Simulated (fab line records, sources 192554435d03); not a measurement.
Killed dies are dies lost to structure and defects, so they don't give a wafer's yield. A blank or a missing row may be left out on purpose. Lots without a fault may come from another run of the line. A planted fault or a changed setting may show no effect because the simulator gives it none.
Which tool did it? | flow n5_finfet | 9 lots, 24 wafers sampled, at 5 steps of a route of 1938

WHAT THE GAUGES READ, wafer by wafer
N5_BEOL_M4_RC_MEAS_101.
lot  | measured     | on        | CJ_N
L184 | day 9 11:28  | prober-01 | 4.46 4.37 4.38
L186 | day 9 17:33  | prober-02 | 4.48 4.35 4.26
L188 | day 9 21:05  | prober-01 | 4.20 4.14 4.29
L194 | day 11 18:34 | prober-02 | 4.28 4.31
L195 | day 12 01:53 | prober-02 | 4.34 4.14 4.09
L196 | day 12 04:52 | prober-02 | 4.34 4.25
L198 | day 12 22:58 | prober-02 | 2.59 2.59 2.59
L199 | day 13 02:46 | prober-02 | 2.58 2.57 2.57
L205 | day 15 04:48 | prober-01 | 4.15 4.50

WHICH TOOL RAN EACH LOT (tool, then ch and the chambers of the sampled wafers, then the start)
lot  | N5_ZERO_LAYER_ETCH_18           | N5_WELL_APT_EPI_41             | N5_PMOS_HMC_CHANNEL_EPI_HM_DEP_34 | N5_PMOS_HMC_CHANNEL_EPI_HM_OPEN_15
L184 | rie_si-01 ch 1,2, day 2 00:55   | epi_rpcvd-03 ch 0, day 2 04:54 | pecvd-02 ch 0,1,2, day 2 05:17    | rie_diel-01 ch 0,1, day 2 05:43
L186 | rie_si-02 ch 0,3, day 2 12:56   | epi_rpcvd-01 ch 0, day 2 16:16 | pecvd-02 ch 0,1,2, day 2 16:39    | rie_diel-04 ch 0,1, day 2 17:13
L188 | rie_si-02 ch 2,3, day 3 00:55   | epi_rpcvd-02 ch 0, day 3 04:26 | pecvd-03 ch 1,2, day 3 05:02      | rie_diel-01 ch 0,2, day 3 05:39
L194 | rie_si-01 ch 0,1, day 4 12:47   | epi_rpcvd-02 ch 0, day 4 16:21 | pecvd-04 ch 1,2, day 4 17:13      | rie_diel-04 ch 0,1, day 4 17:40
L195 | rie_si-03 ch 0,2,3, day 4 18:55 | epi_rpcvd-03 ch 0, day 4 22:19 | pecvd-04 ch 0,1, day 4 22:59      | rie_diel-03 ch 1,2,3, day 4 23:26
L196 | rie_si-01 ch 1,3, day 5 00:48   | epi_rpcvd-02 ch 0, day 5 04:08 | pecvd-04 ch 1, day 5 04:38        | rie_diel-01 ch 0, day 5 05:04
L198 | rie_si-02 ch 0,1,2, day 5 12:55 | epi_rpcvd-02 ch 0, day 5 16:33 | pecvd-04 ch 0,1,2, day 5 17:13    | rie_diel-01 ch 1,3, day 5 17:40
L199 | rie_si-03 ch 0,1,2, day 5 18:55 | epi_rpcvd-02 ch 0, day 5 22:10 | pecvd-03 ch 0,1,2, day 5 22:44    | rie_diel-01 ch 0,1, day 5 23:10
L205 | rie_si-02 ch 3, day 7 06:55     | epi_rpcvd-01 ch 0, day 7 10:35 | pecvd-03 ch 0, day 7 11:04        | rie_diel-04 ch 2,3, day 7 11:32
- N5_ZERO_LAYER_ETCH_18: etches Si in HBr/Cl2, target depth 120 nm, time 40 s.
- N5_WELL_APT_EPI_41: deposits Si from SiH4/H2, target thk 50 nm, time 297.7 s.
- N5_PMOS_HMC_CHANNEL_EPI_HM_DEP_34: deposits SiO2 from TEOS/O2, target thk 36 nm, time 6.9 s.
- N5_PMOS_HMC_CHANNEL_EPI_HM_OPEN_15: chemistry CHF3/O2, target SiO2, target depth 40.6 nm, time 20.3 s.

THE ANSWER, worked out from the rows above alone
Rule: what is usual is taken from the lots themselves. Put in order of their means at a reading, lots are off if they are a third of the lots or fewer, leave a main group of 4 or more, and stand apart from it by a gap of 3 or more times the standard deviation of the main group's means; of several such gaps the widest counts. A main group whose means are all the same, to the digits that the tables above print for the reading, isn't used. A lot without any number at a reading at which 4 lots or more have one is off too. The other lots that the step has rows for count as sound.
Off: L198, L199, at N5_BEOL_M4_RC_MEAS_101 (CJ_N). The main group: mean 4.30, standard deviation 0.071.
A tool fits if, at a process step before that reading, it ran every lot that is off, and no sound lot after the first of them. The gauges at N5_BEOL_M4_RC_MEAS_101 are tried like those tools. Can't be told from this: 3 tools fit, epi_rpcvd-02 at N5_WELL_APT_EPI_41, rie_diel-01 at N5_PMOS_HMC_CHANNEL_EPI_HM_OPEN_15, prober-02 at N5_BEOL_M4_RC_MEAS_101.

WHAT THE SIMULATOR HAD PUT IN
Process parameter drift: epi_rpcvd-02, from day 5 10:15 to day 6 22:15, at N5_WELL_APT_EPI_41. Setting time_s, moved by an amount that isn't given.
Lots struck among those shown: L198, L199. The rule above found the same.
